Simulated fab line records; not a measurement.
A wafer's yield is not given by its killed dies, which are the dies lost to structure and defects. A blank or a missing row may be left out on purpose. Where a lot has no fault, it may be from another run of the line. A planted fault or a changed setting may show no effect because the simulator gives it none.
Code-filled problem report in 8D (eight disciplines) form || flow nand-harc || the parts of the form that need people (team, actions taken, sign-off) are left out

== 1. PROBLEM STATEMENT ==
Mean of thk-nm at NHARC_A_ONON_D2_THK_MEAS_27: 657 nm across 3 wafers in 3 lots; on wafers with no fault it is 999 nm (standard deviation 7.9). That puts it -43 standard deviations away from the usual mean.
The step: measures by ellipsometry.
First observed at day 19 13:04: wafer L320.2, on film-metro-02. At this step, 42 wafers from 15 lots have a number in the record. By rule, "out" or "out of limits" means more than 4 standard deviations away from the usual mean. Any other wafer with a number is counted as sound.

== 2. WHAT IT IS AND WHAT IT IS NOT ==
{"question": "which readings at this step", "is": "thk-nm", "is not": "-"}
{"question": "which lots", "is": "L320, L321, L322", "is not": "L305, L306, L307, L308, L313, L314, L315, L316, L324, L325, L326, L327"}
{"question": "which wafers of those lots", "is": "L320.2, L321.4, L322.2", "is not": "L320.5, L321.5, L322.5"}
{"question": "read on which gauges", "is": "film-metro-01, film-metro-02", "is not": "-"}
{"question": "when", "is": "from day 19 13:04", "is not": "up to then (25 sound wafers); but 14 sound wafers of L321, L322, L324, L325, L326, L327 came after"}

== 3. THE SUSPECTS, EACH WITH WHAT RULES IT OUT ==
Counting: if a tool at a process step up to the reading ran every lot that is out, it stays a suspect. Sound lots after the first of them don't rule it out here, since some wafers of a struck lot are sound.
- the gauge at NHARC_A_ONON_D2_THK_MEAS_27 has been ruled out. Those wafers that are out were read across 2 gauges (film-metro-01, film-metro-02).
- pecvd-onon-04 at NHARC_A_ONON_D2_DEP_25 (target thk 1000 nm): kept. It ran every lot that is out, first L320 (day 19 12:37); its last sound lot up to then is L316 (day 17 17:11).
The count leaves pecvd-onon-04 at NHARC_A_ONON_D2_DEP_25.

== 4. THE CAUSE (what the simulator had put in) ==
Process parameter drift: pecvd-onon-04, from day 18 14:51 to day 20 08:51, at NHARC_A_ONON_D2_DEP_25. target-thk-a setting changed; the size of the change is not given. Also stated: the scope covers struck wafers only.
Counting left only this tool.

== 5. THE EFFECT CHAIN, in route order ==
One row per reading whose mean, taken over the struck wafers that have a number, lies over 3 standard deviations from the usual. Only readings whose record carries a usual standard deviation are examined. hours: median over the lots of the time between each lot's start at the first step of this table that gives one and its start at this step. sigmas: the change, counted in usual standard deviations.
{"hours": 0, "step": "NHARC_A_ONON_D2_THK_MEAS_27", "reading": "thk-nm", "usual": "999 nm", "on struck wafers": 657, "change": -342, "sigmas": -43}

== 6. HOW IT WOULD HAVE BEEN CAUGHT EARLIER ==
In this record the first reading out of limits at a measuring or inspecting step was taken at day 19 13:04, 22 hours after the fault began at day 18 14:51.
Of the tool readings at NHARC_A_ONON_D2_DEP_25 for which the record gives a usual standard deviation, none was out on any struck wafer, so an alarm limit of 4 standard deviations on them would not have fired.
Of the lots that are out (3), L321, L322 began NHARC_A_ONON_D2_DEP_25 on pecvd-onon-04 after day 19 13:04. A hold on the tool at that time would have spared those 2.
